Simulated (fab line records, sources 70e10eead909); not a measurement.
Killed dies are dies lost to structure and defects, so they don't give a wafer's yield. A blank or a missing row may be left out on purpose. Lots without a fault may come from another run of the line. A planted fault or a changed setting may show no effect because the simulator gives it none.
Which tool did it? | flow nand_harc | 24 lots, 72 wafers sampled, at 6 steps of a route of 1302

WHAT THE GAUGES READ, wafer by wafer
NHARC_P_STI_CD_MEAS_09: target cd 200 nm. Usual: cd_nm 199 nm, standard deviation 3.8.
lot  | measured     | on        | cd_nm (nm)  | flag
L074 | day 2 20:40  | cd_sem-02 | 198 195 195 |
L075 | day 3 06:59  | cd_sem-03 | 202 196 202 |
L076 | day 3 16:55  | cd_sem-03 | 198 199 198 |
L077 | day 4 03:06  | cd_sem-03 | 192 196 196 |
L078 | day 4 12:49  | cd_sem-03 | 200 200 204 |
L079 | day 4 20:42  | cd_sem-01 | 196 199 197 |
L080 | day 5 08:47  | cd_sem-03 | 197 194 197 |
L081 | day 5 17:22  | cd_sem-01 | 201 200 196 |
L082 | day 6 04:26  | cd_sem-03 | 203 199 199 |
L083 | day 6 17:28  | cd_sem-01 | 193 194 193 |
L084 | day 7 02:14  | cd_sem-03 | 193 197 195 |
L085 | day 7 08:46  | cd_sem-01 | 205 202 202 |
L086 | day 7 18:49  | cd_sem-03 | 201 203 200 |
L087 | day 8 05:18  | cd_sem-01 | 199 195 196 |
L088 | day 8 14:41  | cd_sem-01 | 197 196 201 |
L089 | day 9 00:22  | cd_sem-02 | 199 199 197 |
L090 | day 9 12:13  | cd_sem-02 | 200 194 195 |
L091 | day 9 20:14  | cd_sem-03 | 204 205 205 |
L092 | day 10 07:51 | cd_sem-03 | 200 197 197 |
L093 | day 10 18:13 | cd_sem-03 | 203 199 203 |
L094 | day 11 03:18 | cd_sem-02 | 206 204 206 |
L095 | day 11 13:26 | cd_sem-02 | 196 200 198 |
L096 | day 12 01:33 | cd_sem-02 | 196 198 203 |
L097 | day 12 10:10 | cd_sem-02 | 203 198 203 |

NHARC_P_STI_OCD_MEAS_43. Usual: trench_depth_nm 301 nm, standard deviation 5.6; trench_foot_cd_nm 157 nm, standard deviation 4.
lot  | measured     | on     | trench_depth_nm (nm) | trench_foot_cd_nm (nm) | flag
L074 | day 2 21:58  | ocd-02 | 301 298 308          | 156 153 151            |
L075 | day 3 08:17  | ocd-02 | 297 294 298          | 160 155 161            |
L076 | day 3 18:13  | ocd-01 | 298 307 304          | 156 156 155            |
L077 | day 4 04:24  | ocd-01 | 310 305 299          | 149 154 154            |
L078 | day 4 14:13  | ocd-01 | 299 301 307          | 158 158 161            |
L079 | day 4 22:00  | ocd-01 | 302 293 311          | 154 158 154            |
L080 | day 5 10:06  | ocd-01 | 309 304 310          | 153 151 154            |
L081 | day 5 18:39  | ocd-01 | 298 304 303          | 160 157 153            |
L082 | day 6 05:49  | ocd-02 | 291 302 305          | 162 157 157            |
L083 | day 6 18:47  | ocd-01 | 291 292 302          | 152 153 151            |
L084 | day 7 03:33  | ocd-01 | 290 295 290          | 153 156 154            |
L085 | day 7 10:03  | ocd-01 | 300 295 301          | 164 161 160            |
L086 | day 7 20:07  | ocd-02 | 301 306 298          | 159 160 158            |
L087 | day 8 06:36  | ocd-01 | 304 300 303          | 156 153 153            |
L088 | day 8 15:59  | ocd-02 | 299 298 296          | 156 155 159            |
L089 | day 9 01:39  | ocd-01 | 299 297 311          | 157 158 153            |
L090 | day 9 13:31  | ocd-02 | 301 290 301          | 158 154 152            |
L091 | day 9 21:32  | ocd-02 | 295 299 295          | 163 164 164            |
L092 | day 10 09:08 | ocd-02 | 305 308 302          | 158 154 154            |
L093 | day 10 19:31 | ocd-02 | 301 304 298          | 161 156 161            |
L094 | day 11 04:35 | ocd-02 | 294 292 293          | 164 164 166            |
L095 | day 11 14:45 | ocd-01 | 305 294 307          | 153 160 155            |
L096 | day 12 02:50 | ocd-02 | 296 297 304          | 154 156 160            |
L097 | day 12 11:28 | ocd-01 | 296 295 305          | 162 157 161            |

NHARC_P_CONTACT_INSPECT_14. Usual: raw_defect_count 3.9, standard deviation 2.3.
lot  | measured     | on                | raw_defect_count | flag
L074 | day 6 01:44  | defect_inspect-01 | 4 3 5            |
L075 | day 6 05:03  | defect_inspect-02 | 2 3 4            |
L076 | day 6 14:53  | defect_inspect-01 | 4 5 6            |
L077 | day 7 03:57  | defect_inspect-02 | 5 7 5            |
L078 | day 7 16:03  | defect_inspect-02 | 6 2 2            |
L079 | day 7 20:43  | defect_inspect-02 | 2 3 2            |
L080 | day 8 13:49  | defect_inspect-01 | 4 4 3            |
L081 | day 9 00:16  | defect_inspect-01 | 3 2 3            |
L082 | day 9 05:09  | defect_inspect-01 | 3 4 2            |
L083 | day 9 23:46  | defect_inspect-02 | 2 5 6            |
L084 | day 10 03:58 | defect_inspect-02 | 3 6 6            |
L085 | day 10 07:41 | defect_inspect-01 | 5 10 16          |
L086 | day 10 19:01 | defect_inspect-01 | 4 2 4            |
L087 | day 11 06:31 | defect_inspect-02 | 3 4 3            |
L088 | day 12 03:41 | defect_inspect-01 | 6 5 4            |
L089 | day 12 01:10 | defect_inspect-02 | 7 5 7            |
L090 | day 12 21:04 | defect_inspect-01 | 4 5 5            |
L091 | day 12 23:22 | defect_inspect-02 | 2 3 2            |
L092 | day 13 08:58 | defect_inspect-01 | 1 6 4            |
L093 | day 13 18:49 | defect_inspect-01 | 1 2 5            |
L094 | day 14 10:31 | defect_inspect-02 | 2 3 0            |
L095 | day 14 14:17 | defect_inspect-02 | 2 4 1            |
L096 | day 15 03:26 | defect_inspect-02 | 4 3 6            |
L097 | day 15 13:07 | defect_inspect-02 | 2 1 2            |

WHICH TOOL RAN EACH LOT (tool, then ch and the chambers of the sampled wafers, then the start)
lot  | NHARC_P_GATE_DEP_103            | NHARC_P_GATE_HM_OPEN_105                      | NHARC_P_GATE_DESCUM_48
L074 | pecvd-02 ch 1,2, day 5 02:30    | rie_diel-10 ch 0,3, day 5 17:28 or earlier    | rie_diel-12 ch 2,3, day 5 17:28
L075 | pecvd-04 ch 0,1,2, day 5 07:56  | rie_diel-04 ch 1,3, day 5 20:43 or earlier    | rie_diel-12 ch 0,1,2, day 5 20:43
L076 | pecvd-03 ch 0,1,2, day 5 18:04  | rie_diel-12 ch 0,1, day 6 06:54 or earlier    | rie_diel-04 ch 0,1,3, day 6 06:54
L077 | pecvd-03 ch 1,2, day 6 04:51    | rie_diel-10 ch 0,1, day 6 19:48 or earlier    | rie_diel-04 ch 0,2,3, day 6 19:48
L078 | pecvd-02 ch 0,1,2, day 6 16:51  | rie_diel-10 ch 2,3, day 7 07:54 or earlier    | rie_diel-12 ch 1,2,3, day 7 07:54
L079 | pecvd-02 ch 1,2, day 6 23:32    | rie_diel-12 ch 1,2, day 7 12:24 or earlier    | rie_diel-04 ch 1,2,3, day 7 12:24
L080 | pecvd-04 ch 0,1,2, day 7 14:35  | rie_diel-10 ch 0,2, day 8 05:33 or earlier    | rie_diel-04 ch 0,1,2, day 8 05:33
L081 | pecvd-02 ch 0,2, day 8 03:06    | rie_diel-10 ch 1,3, day 8 16:13 or earlier    | rie_diel-10 ch 2,3, day 8 16:13
L082 | pecvd-02 ch 0,1,2, day 8 08:19  | rie_diel-10 ch 0,2, day 8 21:01 or earlier    | rie_diel-10 ch 0,1,3, day 8 21:01
L083 | pecvd-02 ch 0,1,2, day 9 00:45  | rie_diel-04 ch 0,3, day 9 15:40 or earlier    | rie_diel-12 ch 1,2,3, day 9 15:40
L084 | pecvd-02 ch 0,1,2, day 9 06:40  | rie_diel-12 ch 0,1,2, day 9 19:32 or earlier  | rie_diel-10 ch 0,2,3, day 9 19:32
L085 | pecvd-02 ch 0,1,2, day 9 10:34  | rie_diel-10 ch 0,2, day 9 23:28 or earlier    | rie_diel-10 ch 1,2,3, day 9 23:28
L086 | pecvd-04 ch 0,1, day 9 19:05    | rie_diel-04 ch 1,2, day 10 10:53 or earlier   | rie_diel-12 ch 0,1,2, day 10 10:53
L087 | pecvd-02 ch 1,2, day 10 09:27   | rie_diel-12 ch 0,1,2, day 10 22:03 or earlier | rie_diel-04 ch 0,2, day 10 22:03
L088 | pecvd-03 ch 0,1,2, day 11 04:35 | rie_diel-04 ch 0,3, day 11 19:39 or earlier   | rie_diel-04 ch 0,1,3, day 11 19:39
L089 | pecvd-02 ch 0,1,2, day 11 03:59 | rie_diel-04 ch 0,1,3, day 11 16:49 or earlier | rie_diel-10 ch 0,2,3, day 11 16:49
L090 | pecvd-04 ch 0,1,2, day 12 00:04 | rie_diel-10 ch 0,1,2, day 12 12:53 or earlier | rie_diel-04 ch 1,2,3, day 12 12:53
L091 | pecvd-03 ch 1,2, day 12 02:31   | rie_diel-04 ch 0,2,3, day 12 15:23 or earlier | rie_diel-10 ch 0,1,2, day 12 15:23
L092 | pecvd-02 ch 1,2, day 12 12:23   | rie_diel-04 ch 1,3, day 13 01:02 or earlier   | rie_diel-04 ch 0,1, day 13 01:02
L093 | pecvd-03 ch 1,2, day 12 22:14   | rie_diel-04 ch 0,1,3, day 13 10:55 or earlier | rie_diel-10 ch 2,3, day 13 10:55
L094 | pecvd-04 ch 0,2, day 13 13:41   | rie_diel-10 ch 0,1,2, day 14 02:23 or earlier | rie_diel-04 ch 1,3, day 14 02:23
L095 | pecvd-02 ch 0,1, day 13 17:35   | rie_diel-10 ch 0,1,3, day 14 06:16 or earlier | rie_diel-10 ch 0,3, day 14 06:16
L096 | pecvd-02 ch 0, day 14 06:40     | rie_diel-12 ch 0,2,3, day 14 19:29 or earlier | rie_diel-12 ch 2,3, day 14 19:29
L097 | pecvd-03 ch 0,2, day 14 15:58   | rie_diel-04 ch 0,2,3, day 15 04:35 or earlier | rie_diel-04 ch 0,3, day 15 04:35
- NHARC_P_GATE_DEP_103: deposits SiON, target thk 30 nm.
- NHARC_P_GATE_HM_OPEN_105: chemistry O2/COS, target depth 360 nm.
- NHARC_P_GATE_DESCUM_48: chemistry O2, time 3 s.

WHAT THE TOOLS THEMSELVES READ (means of the sampled wafers that have a number; where no wafer has one, the mark that the record gives instead)
NHARC_P_GATE_DEP_103. Usual: heater_power_w 796 W, standard deviation 54.
lot  | tool     | heater_power_w (W) | flag
L074 | pecvd-02 | 833                |
L075 | pecvd-04 | 783                |
L076 | pecvd-03 | 774                |
L077 | pecvd-03 | 791                |
L078 | pecvd-02 | 765                |
L079 | pecvd-02 | 831                |
L080 | pecvd-04 | 845                |
L081 | pecvd-02 | 726                |
L082 | pecvd-02 | 804                |
L083 | pecvd-02 | 805                |
L084 | pecvd-02 | 795                |
L085 | pecvd-02 | 766                |
L086 | pecvd-04 | 824                |
L087 | pecvd-02 | 839                |
L088 | pecvd-03 | 765                |
L089 | pecvd-02 | 747                |
L090 | pecvd-04 | 836                |
L091 | pecvd-03 | 827                |
L092 | pecvd-02 | 804                |
L093 | pecvd-03 | 829                |
L094 | pecvd-04 | 755                |
L095 | pecvd-02 | 759                |
L096 | pecvd-02 | 848                |
L097 | pecvd-03 | 841                |

NHARC_P_GATE_HM_OPEN_105. Usual: cos_flow_sccm 20.00 sccm, standard deviation 0.06; drypump_motor_current_A 5.7 A, standard deviation 0.45; o2_flow_sccm 400.0 sccm, standard deviation 1.2; oes_product_au 0.998 a.u., standard deviation 0.014; rf_vpp_V 467.0 V, standard deviation 2.3; showerhead_plenum_p_Torr 3.11 Torr, standard deviation 0.099; throttle_valve_pct 28.331 %, standard deviation 0.0089.
lot  | tool        | cos_flow_sccm (sccm) | drypump_motor_current_A (A) | o2_flow_sccm (sccm) | oes_product_au (a.u.) | rf_vpp_V (V) | showerhead_plenum_p_Torr (Torr) | throttle_valve_pct (%) | flag
L074 | rie_diel-10 | 19.94                | 6.2                         | 400.9               | 1.016                 | 468.5        | 3.19                            | 28.335                 |
L075 | rie_diel-04 | 20.03                | 6.0                         | 398.6               | 0.994                 | 470.1        | 3.24                            | 28.339                 |
L076 | rie_diel-12 | 19.91                | 5.9                         | 400.2               | 1.003                 | 466.8        | 3.04                            | 28.330                 |
L077 | rie_diel-10 | 20.03                | 5.8                         | 399.9               | 1.008                 | 466.9        | 3.11                            | 28.333                 |
L078 | rie_diel-10 | 19.97                | 5.6                         | 401.6               | 0.990                 | 467.2        | 3.13                            | 28.332                 |
L079 | rie_diel-12 | 19.99                | 5.7                         | 397.8               | 0.992                 | 465.8        | 3.06                            | 28.330                 |
L080 | rie_diel-10 | 20.04                | 5.4                         | 399.8               | 0.989                 | 467.5        | 3.12                            | 28.325                 |
L081 | rie_diel-10 | 19.92                | 6.2                         | 400.2               | 1.004                 | 467.0        | 3.11                            | 28.337                 |
L082 | rie_diel-10 | 20.02                | 5.4                         | 399.9               | 0.996                 | 467.3        | 3.12                            | 28.335                 |
L083 | rie_diel-04 | 19.99                | 5.8                         | 400.1               | 0.997                 | 467.6        | 3.14                            | 28.323                 |
L084 | rie_diel-12 | 19.97                | 5.8                         | 400.7               | 0.997                 | 465.1        | 3.06                            | 28.330                 |
L085 | rie_diel-10 | 20.03                | 5.4                         | 399.8               | 0.991                 | 466.7        | 3.12                            | 28.328                 |
L086 | rie_diel-04 | 20.01                | 5.7                         | 401.0               | 0.994                 | 467.8        | 3.16                            | 28.327                 |
L087 | rie_diel-12 | 20.03                | 5.8                         | 400.7               | 0.985                 | 465.9        | 3.06                            | 28.333                 |
L088 | rie_diel-04 | 20.06                | 5.8                         | 399.6               | 1.002                 | 469.2        | 3.17                            | 28.330                 |
L089 | rie_diel-04 | 20.00                | 5.9                         | 400.6               | 0.991                 | 468.0        | 3.19                            | 28.334                 |
L090 | rie_diel-10 | 19.99                | 5.6                         | 400.1               | 1.013                 | 465.7        | 3.07                            | 28.328                 |
L091 | rie_diel-04 | 20.05                | 5.4                         | 399.2               | 0.996                 | 467.0        | 3.08                            | 28.326                 |
L092 | rie_diel-04 | 19.99                | 6.0                         | 400.8               | 1.002                 | 468.8        | 3.22                            | 28.332                 |
L093 | rie_diel-04 | 20.01                | 5.9                         | 399.1               | 0.986                 | 468.9        | 3.19                            | 28.328                 |
L094 | rie_diel-10 | 19.98                | 5.6                         | 399.9               | 1.010                 | 466.1        | 3.07                            | 28.335                 |
L095 | rie_diel-10 | 20.02                | 6.0                         | 400.2               | 1.022                 | 466.5        | 3.11                            | 28.326                 |
L096 | rie_diel-12 | 20.04                | 5.6                         | 399.5               | 0.988                 | 466.8        | 3.12                            | 28.325                 |
L097 | rie_diel-04 | 20.02                | 5.4                         | 399.3               | 0.999                 | 467.0        | 3.08                            | 28.336                 |

NHARC_P_GATE_DESCUM_48. Usual: drypump_motor_current_A 5.7 A, standard deviation 0.46; o2_flow_sccm 200.0 sccm, standard deviation 0.57; oes_product_au 0.998 a.u., standard deviation 0.015; rf_vpp_V 57.7 V, standard deviation 0.85; showerhead_plenum_p_Torr 1.91 Torr, standard deviation 0.065; throttle_valve_pct 11.312 %, standard deviation 0.0086.
lot  | tool        | drypump_motor_current_A (A) | o2_flow_sccm (sccm) | oes_product_au (a.u.) | rf_vpp_V (V) | showerhead_plenum_p_Torr (Torr) | throttle_valve_pct (%) | flag
L074 | rie_diel-12 | 5.3                         | 199.8               | 0.984                 | 58.0         | 1.95                            | 11.311                 |
L075 | rie_diel-12 | 5.8                         | 199.7               | 0.989                 | 57.6         | 1.88                            | 11.308                 |
L076 | rie_diel-04 | 5.9                         | 199.6               | 0.998                 | 57.8         | 1.96                            | 11.301                 |
L077 | rie_diel-04 | 5.4                         | 199.6               | 0.998                 | 57.0         | 1.89                            | 11.312                 |
L078 | rie_diel-12 | 5.5                         | 200.2               | 0.987                 | 57.1         | 1.91                            | 11.310                 |
L079 | rie_diel-04 | 5.6                         | 199.5               | 0.994                 | 58.6         | 1.92                            | 11.314                 |
L080 | rie_diel-04 | 5.5                         | 200.9               | 0.994                 | 57.5         | 1.90                            | 11.313                 |
L081 | rie_diel-10 | 5.6                         | 200.0               | 0.996                 | 57.6         | 1.91                            | 11.322                 |
L082 | rie_diel-10 | 5.9                         | 200.0               | 1.002                 | 57.1         | 1.90                            | 11.308                 |
L083 | rie_diel-12 | 5.5                         | 199.9               | 0.997                 | 57.3         | 1.91                            | 11.308                 |
L084 | rie_diel-10 | 5.8                         | 199.7               | 1.000                 | 58.1         | 1.93                            | 11.312                 |
L085 | rie_diel-10 | 5.7                         | 199.9               | 0.995                 | 57.8         | 1.88                            | 11.316                 |
L086 | rie_diel-12 | 5.8                         | 200.1               | 0.993                 | 57.2         | 1.87                            | 11.308                 |
L087 | rie_diel-04 | 5.0                         | 199.1               | 1.006                 | 58.1         | 1.83                            | 11.319                 |
L088 | rie_diel-04 | 5.9                         | 200.1               | 0.993                 | 57.5         | 1.96                            | 11.308                 |
L089 | rie_diel-10 | 5.8                         | 199.8               | 1.009                 | 57.1         | 1.93                            | 11.314                 |
L090 | rie_diel-04 | 5.6                         | 200.3               | 0.997                 | 57.8         | 1.92                            | 11.309                 |
L091 | rie_diel-10 | 5.6                         | 200.5               | 1.019                 | 58.4         | 1.88                            | 11.310                 |
L092 | rie_diel-04 | 5.9                         | 200.4               | 0.981                 | 58.3         | 1.93                            | 11.316                 |
L093 | rie_diel-10 | 5.6                         | 200.6               | 0.998                 | 57.6         | 1.91                            | 11.313                 |
L094 | rie_diel-04 | 6.1                         | 200.3               | 0.996                 | 57.6         | 1.99                            | 11.309                 |
L095 | rie_diel-10 | 6.0                         | 199.9               | 1.016                 | 57.4         | 1.95                            | 11.310                 |
L096 | rie_diel-12 | 5.3                         | 199.7               | 0.980                 | 58.4         | 1.95                            | 11.312                 |
L097 | rie_diel-04 | 5.8                         | 200.2               | 0.999                 | 56.7         | 1.92                            | 11.305                 |

THE ANSWER, worked out from the rows above alone
Rule: a lot is off if the mean of its wafers that have a number lies more than 3 standard deviations from the usual mean. A lot without any number at a reading at which 4 lots or more have one is off too. The other lots that the step has rows for count as sound. The gauges are gone through in route order, then the tools' own readings, and for those a lot's mean is taken as printed above. The first step at which some lot is off is used, and at that step the reading that is off furthest; a lot without a number counts as furthest.
No lot is off at any reading shown: from this, nothing can be told.

WHAT THE SIMULATOR HAD PUT IN
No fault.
